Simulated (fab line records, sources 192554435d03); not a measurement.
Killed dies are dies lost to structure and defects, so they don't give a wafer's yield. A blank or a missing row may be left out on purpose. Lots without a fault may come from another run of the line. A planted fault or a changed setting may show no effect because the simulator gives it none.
fab line records | flow n5_finfet
record lots=10 wafers=29 last_day=21
route steps=1938 shown BEOL_M1@764 BEOL_M4@1111
lots that met no fault: from a run of the same line without faults
start_h: hours from the record's first day to the start of the lot's first wafer shown | wait_h: hours since the lot's step before | " the same as in the row above | L1.1+2: a row that stands for several wafers | - no value, or no start given | * or withheld: withheld | < > ~ a bound
route shown NAME@n: a module of which the file shows steps, and the number in the route of the first | usual: mean/standard deviation of fault-free wafers | same: alike in all rows | chamber/n: place in a boat | sites: the reading at each site | _std_site: their standard deviation | _edge_site: outer sites' mean less inner sites' | radius_mm: how far each site lies from the wafer's centre | mask NAME#n: copy n | behind: the tool/chamber that last shaped the wafer | hold: why the lot was held/for how many hours/how that ended | device: the transistor (n, p or np) that didn't switch | end of line: the same wafers' tests at the end of the route | a step without rows: its recipe alone | killed: dies lost to structure and defects at the first sort, not the wafer's yield | map: a wafer's dies, x killed, . not, _ none there
set.NAME: the setting as run; set.NAME@STEP: as run at that earlier step | model.NAME: the simulator's own value behind a step, which no gauge read
steps of the route over a sample of lots; a table a step, a row a wafer
services: from which hour (start_h, from the record's first day; less than 0 if before it) a tool's chamber was out of use, for how many hours, and why
## steps
# step N5_BEOL_M1_CD_MEAS_11
# recipe target_cd_nm=17.05 landing_energy_ev=500 detector=se_inlens polarity=opening
# usual cd_nm=16.98/0.26
# columns lot.wafer tool chamber start_h wait_h cd_nm
L469.1 cd_sem-03 0 135.00 - 17.15
L469.4 " 0 " " 17.05
L469.6 " 0 " " 16.84
L472.2 cd_sem-01 0 141.00 - 17.12
L472.3 " 0 " " 17.07
L472.5 " 0 " " 17.21
L473.2 cd_sem-02 0 145.89 - 16.60
L473.4 " 0 " " 17.32
L473.5 " 0 " " 16.37
L477.3 cd_sem-02 0 164.33 - 17.27
L477.4 " 0 " " 17.56
L477.6 " 0 " " 17.21
L474.4 cd_sem-02 0 164.99 - 17.19
L474.5 " 0 " " 16.94
L474.6 " 0 " " 17.39
L476.3 cd_sem-01 0 168.33 - 17.02
L476.5 " 0 " " 17.01
L476.6 " 0 " " 16.82
L478.2 cd_sem-03 0 172.57 - 16.86
L478.3 " 0 " " 16.59
L478.6 " 0 " " 16.40
L482.1 cd_sem-03 0 198.36 - 17.04
L482.2 " 0 " " 16.80
L490.1 cd_sem-01 0 259.87 - 16.91
L490.2 " 0 " " 16.83
L490.6 " 0 " " 17.09
L492.4 cd_sem-01 0 260.36 - 17.09
L492.5 " 0 " " 17.37
L492.6 " 0 " " 16.70
# step N5_BEOL_M1_INSPECT_13
# recipe mode=adi inspect_instrument=brightfield
# usual raw_defect_count=422/100
# columns lot.wafer tool chamber start_h wait_h raw_defect_count
L469.1 defect_inspect-02 - 135.09 0.1 364
L469.4 " - " " 335
L469.6 " - " " 491
L472.2 defect_inspect-02 - 141.09 0.0 284
L472.3 " - " " 347
L472.5 " - " " 257
L473.2 defect_inspect-01 - 145.98 0.0 551
L473.4 " - " " 588
L473.5 " - " " 643
L477.3 defect_inspect-01 - 164.42 0.0 530
L477.4 " - " " 598
L477.6 " - " " 594
L474.4 defect_inspect-02 - 165.07 0.0 583
L474.5 " - " " 466
L474.6 " - " " 566
L476.3 defect_inspect-01 - 168.41 0.0 407
L476.5 " - " " 488
L476.6 " - " " 429
L478.2 defect_inspect-02 - 172.66 0.0 271
L478.3 " - " " 518
L478.6 " - " " 414
L482.1 defect_inspect-02 - 198.45 0.1 354
L482.2 " - " " 291
L490.1 defect_inspect-02 - 259.96 0.1 483
L490.2 " - " " 390
L490.6 " - " " 519
L492.4 defect_inspect-01 - 260.44 0.0 447
L492.5 " - " " 347
L492.6 " - " " 499
# step N5_BEOL_M1_ETCH_74
# recipe chemistry=N2/H2 target=underlayer target_depth_a=65 mask_material=CAR-EUV time_s=5.2 ion_energy_ev=200 pressure_mtorr=30 source_w=840 bias_w=150 n2_flow_sccm=200 h2_flow_sccm=200 ends=cleared
# usual drypump_motor_current_A=5.6/0.45 etch_rf_on_time_s=5.28/0.18 h2_flow_sccm=200.0/0.6 oes_product_au=0.66/0.058 rf_vpp_V=524.6/3 showerhead_plenum_p_Torr=2.57/0.094 throttle_valve_pct=17.9/0.32
# columns lot.wafer tool chamber start_h wait_h drypump_motor_current_A etch_rf_on_time_s h2_flow_sccm oes_product_au rf_hours_counter_h rf_vpp_V showerhead_plenum_p_Torr throttle_valve_pct
L469.1 rie_diel-02 0 135.16 0.0 4.8 5.04 199.3 0.60 219 518.9 2.39 18.3
L469.4 " 3 " " 5.7 5.38 198.9 0.72 61 519.9 2.51 18.4
L469.6 " 2 " " 5.0 5.51 199.7 0.60 - 526.5 2.63 17.9
L472.2 rie_diel-02 0 141.16 0.0 4.9 5.04 201.4 0.61 220 519.9 2.39 18.3
L472.3 " 1 " " 6.4 5.43 199.3 0.70 68 527.4 2.68 17.6
L472.5 " 3 " " 5.7 5.46 200.1 0.72 - 520.3 2.51 18.5
L473.2 rie_diel-06 0 146.04 0.0 5.8 5.29 200.4 0.66 113 524.5 2.58 18.1
L473.4 " 3 " " 6.1 4.96 200.1 0.59 249 525.7 2.60 18.1
L473.5 " 2 " " 5.5 5.21 200.5 0.62 - 521.4 2.51 17.7
L477.3 rie_diel-06 1 164.70 0.0 5.6 5.28 200.2 0.72 69 527.2 2.67 17.4
L477.4 " 1 " " 5.6 5.25 200.4 0.71 - 527.3 2.66 17.4
L477.6 " 2 " " 5.5 5.32 200.5 0.62 - 525.0 2.50 17.8
L474.4 rie_diel-02 2 165.14 0.0 5.1 5.59 200.5 0.60 209 524.9 2.62 17.9
L474.5 " 2 " " 5.0 5.48 200.0 0.60 - 525.7 2.62 17.9
L474.6 " 1 " " 6.4 5.43 200.2 0.69 - 527.1 2.68 17.6
L476.3 rie_diel-06 1 168.71 0.0 5.6 5.28 200.2 0.70 71 528.1 2.66 17.4
L476.5 " 0 " " 5.8 5.35 199.8 0.66 - 524.3 2.57 18.2
L476.6 " 2 " " 5.5 5.23 199.8 0.61 - 521.8 2.50 17.8
L478.2 rie_diel-06 0 174.33 0.0 5.8 6.39 199.9 0.60 125 523.7 2.57 18.1
L478.3 " 2 " " 5.5 5.25 200.8 0.62 214 521.7 2.50 17.8
L478.6 " 2 " " 5.5 5.29 201.3 0.61 - 524.8 2.50 17.8
L482.1 rie_diel-06 1 198.52 0.0 5.5 5.23 200.3 0.70 86 526.9 2.66 17.4
L482.2 " 2 " " 5.6 6.35 200.3 0.54 226 522.3 2.50 17.8
L490.1 rie_diel-02 2 260.03 0.0 5.0 5.50 199.7 0.59 232 524.0 2.61 17.9
L490.2 " 1 " " 6.4 5.56 201.0 0.66 100 529.4 2.67 17.7
L490.6 " 2 " " 5.0 5.52 200.0 0.59 - 526.9 2.61 17.9
L492.4 rie_diel-05 2 260.61 0.0 6.1 5.03 199.3 0.67 147 528.0 2.68 18.1
L492.5 " 1 " " 5.6 5.24 199.6 0.59 - 524.7 2.63 18.1
L492.6 " 2 " " 6.1 5.01 200.3 0.66 - 524.5 2.68 18.1
# step N5_BEOL_M1_HM_OPEN_17
# recipe chemistry=Cl2/BCl3 target_depth_a=200 overetch_a=60 target=TiN mask_material=SOC ion_energy_ev=150 pressure_mtorr=10 icp_w=1000 bias_w=126 Cl2_flow_sccm=53.25 bcl3_flow_sccm=21.75 Ar_flow_sccm=25
# usual drypump_motor_current_A=6.1/0.43 oes_product_au=0.70/0.12 throttle_valve_pct=22.0/0.31
# columns lot.wafer tool chamber start_h wait_h drypump_motor_current_A oes_product_au rf_hours_counter_h throttle_valve_pct
L469.1 rie_metal-01 1 135.37 0.0 6.7 0.54 119 22.7
L469.4 " 0 " " 6.0 0.86 - 22.0
L469.6 " 1 " " 6.7 0.53 - 22.7
L472.2 rie_metal-02 1 141.37 0.0 5.7 0.81 6 21.9
L472.3 " 0 " " 6.6 0.51 - 22.3
L472.5 " 1 " " 5.7 0.81 - 21.9
L473.2 rie_metal-03 1 146.29 0.1 5.6 0.61 - 21.6
L473.4 " 1 " " 5.6 0.62 - 21.6
L473.5 " 1 " " 5.6 0.61 - 21.6
L477.3 rie_metal-02 1 164.95 0.1 5.7 0.79 - 21.9
L477.4 " 0 " " 6.6 0.50 - 22.3
L477.6 " 0 " " 6.6 0.51 - 22.3
L474.4 rie_metal-03 0 165.38 0.1 6.2 0.82 - 22.0
L474.5 " 0 " " 6.2 0.81 - 22.0
L474.6 " 1 " " 5.6 0.62 - 21.6
L476.3 rie_metal-02 1 168.98 0.1 5.7 0.78 - 22.0
L476.5 " 1 " " 5.7 0.79 - 22.0
L476.6 " 0 " " 6.6 0.49 - 22.4
L478.2 rie_metal-01 0 174.54 0.0 6.0 0.81 3 22.0
L478.3 " 1 " " 6.7 0.53 - 22.7
L478.6 " 1 " " 6.7 0.53 - 22.7
L482.1 rie_metal-01 1 198.78 0.1 6.7 0.53 124 22.7
L482.2 " 0 " " 6.0 0.79 5 22.0
L490.1 rie_metal-03 1 260.25 0.0 5.6 0.60 82 21.6
L490.2 " 0 " " 6.2 0.75 11 22.0
L490.6 " 1 " " 5.6 0.60 - 21.6
L492.4 rie_metal-03 0 260.85 0.1 6.2 0.76 - 22.0
L492.5 " 1 " " 5.6 0.60 - 21.6
L492.6 " 0 " " 6.2 0.74 - 22.0
# step N5_BEOL_M4_RC_MEAS_101
# usual DIBL_N=36.1/2.3 DIBL_P=36/3.2 IOFF_N=0.16/0.045 IOFF_P=0.21/0.049 ION_N=674/14 ION_P=462/8.4 SS_N=71.6/0.83 SS_P=73.2/0.87 VT_N=249/3.8 VT_P=-250/3.4
# columns lot.wafer tool chamber start_h wait_h DIBL_N[mV/V] DIBL_P[mV/V] IOFF_N[nA/um] IOFF_P[nA/um] ION_N[uA/um] ION_P[uA/um] SS_N[mV/dec] SS_P[mV/dec] VT_N[mV] VT_P[mV]
L469.1 prober-02 0 236.98 0.3 35.1 34 0.13 0.21 659 461 70.7 72.9 250 -249
L469.4 " 0 " " 39.1 39 0.20 0.28 675 466 72.3 73.6 248 -246
L469.6 " 0 " " 37.9 37 0.18 0.25 673 465 71.7 73.7 248 -245
L472.2 prober-01 0 260.07 0.2 39.1 42 0.22 0.29 686 468 72.3 74.4 246 -246
L472.3 " 0 " " 38.2 40 0.20 0.26 679 465 72.0 73.7 248 -246
L472.5 " 0 " " 36.7 39 0.19 0.26 695 481 71.3 73.7 244 -246
L473.2 prober-02 0 280.86 0.2 35.8 36 0.15 0.20 674 458 71.7 72.9 249 -251
L473.4 " 0 " " 34.3 34 0.13 0.17 669 461 71.1 72.6 249 -252
L473.5 " 0 " " 34.7 35 0.14 0.19 677 460 70.5 72.1 249 -251
L477.3 prober-02 0 286.86 0.3 34.9 34 0.12 0.15 652 444 70.7 71.9 253 -255
L477.4 " 0 " " 36.0 36 0.14 0.19 668 456 71.9 73.5 251 -255
L477.6 " 0 " " 34.8 33 0.12 0.15 645 439 70.9 72.9 254 -257
L474.4 prober-02 0 289.33 0.5 37.0 38 0.19 0.25 671 455 72.0 73.9 246 -247
L474.5 " 0 " " 38.4 39 0.20 0.25 679 465 72.7 74.4 249 -249
L474.6 " 0 " " 36.7 37 0.19 0.23 683 464 72.6 73.6 250 -249
L476.3 prober-02 0 311.05 0.3 37.8 38 0.18 0.23 684 470 72.6 73.9 251 -250
L476.5 " 0 " " 42.2 44 0.31 0.34 692 471 73.7 76.2 243 -247
L476.6 " 0 " " 36.9 37 0.17 0.22 694 468 71.5 73.5 246 -250
L478.2 prober-01 0 313.61 0.2 31.5 30 0.09 0.14 645 446 70.8 72.5 257 -254
L478.3 " 0 " " 30.9 30 0.09 0.14 657 456 69.4 71.8 254 -252
L478.6 " 0 " " 30.0 29 0.09 0.13 653 455 69.6 71.3 256 -255
L482.1 prober-02 0 344.81 0.0 37.5 37 0.18 0.23 666 457 72.6 73.9 248 -250
L482.2 " 0 " " 32.3 30 0.11 0.14 656 448 70.9 71.3 255 -256
L490.1 prober-02 0 388.83 0.0 40.9 44 0.28 0.38 686 469 73.0 75.4 241 -241
L490.2 " 0 " " 40.3 43 0.30 0.36 695 472 72.4 74.8 239 -240
L490.6 " 0 " " 39.2 41 0.26 0.31 685 464 72.8 75.0 243 -243
L492.4 prober-01 0 394.25 0.5 37.5 39 0.20 0.25 683 463 72.7 73.3 246 -248
L492.5 " 0 " " 40.1 42 0.24 0.29 679 461 72.7 74.2 246 -248
L492.6 " 0 " " 37.4 38 0.19 0.24 681 466 72.0 73.7 247 -247
## services
# columns tool chamber start_h hours kind
rie_metal-03 0 127.76 - clean
rie_metal-03 0 127.76 21.4 scheduled_down
rie_metal-03 0 127.76 21.4 vent_cycle
rie_diel-06 3 141.41 1.3 repair
rie_diel-06 3 156.83 2.9 repair
rie_diel-06 3 159.87 - clean
rie_diel-06 3 159.87 - consumable_replace:focus_ring
rie_diel-06 3 159.87 22.0 scheduled_down
rie_diel-06 3 159.87 22.0 vent_cycle
rie_diel-02 - 169.40 14.6 pm
rie_metal-02 0 178.56 - clean
rie_metal-02 0 178.56 14.0 scheduled_down
rie_diel-05 3 183.44 8.8 repair
rie_diel-02 - 192.18 1.3 repair
rie_metal-01 - 210.33 1.8 repair
rie_diel-02 2 210.62 5.7 repair
rie_diel-06 0 211.17 17.1 repair
rie_diel-05 3 216.50 6.9 repair
rie_diel-02 0 239.75 - clean
rie_diel-02 0 239.75 - consumable_replace:focus_ring
rie_diel-02 0 239.75 - consumable_replace:showerhead
rie_diel-02 0 239.75 23.9 scheduled_down
rie_diel-02 0 239.75 23.9 vent_cycle
rie_diel-06 - 246.41 0.3 repair
## key
first_sign step=N5_BEOL_M1_ETCH_74 reading=etch_rf_on_time_s direction=up sigmas=6.2 usual=* struck=*
effect none on later readings
met_at N5_BEOL_M1_ETCH_74
struck_lots L478,L482
struck_wafers L478.2,L482.2
not_acting_at N5_BEOL_M1_CD_MEAS_11,N5_BEOL_M1_INSPECT_13,N5_BEOL_M1_HM_OPEN_17
onset_between 168.71 174.33
fault kind=process_parameter_drift tool=rie_diel-06 chamber=- onset_h=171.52 steps=N5_BEOL_M1_ETCH_74 channel=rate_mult offset=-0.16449 shape=step end_h=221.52 scope=struck_wafers_only
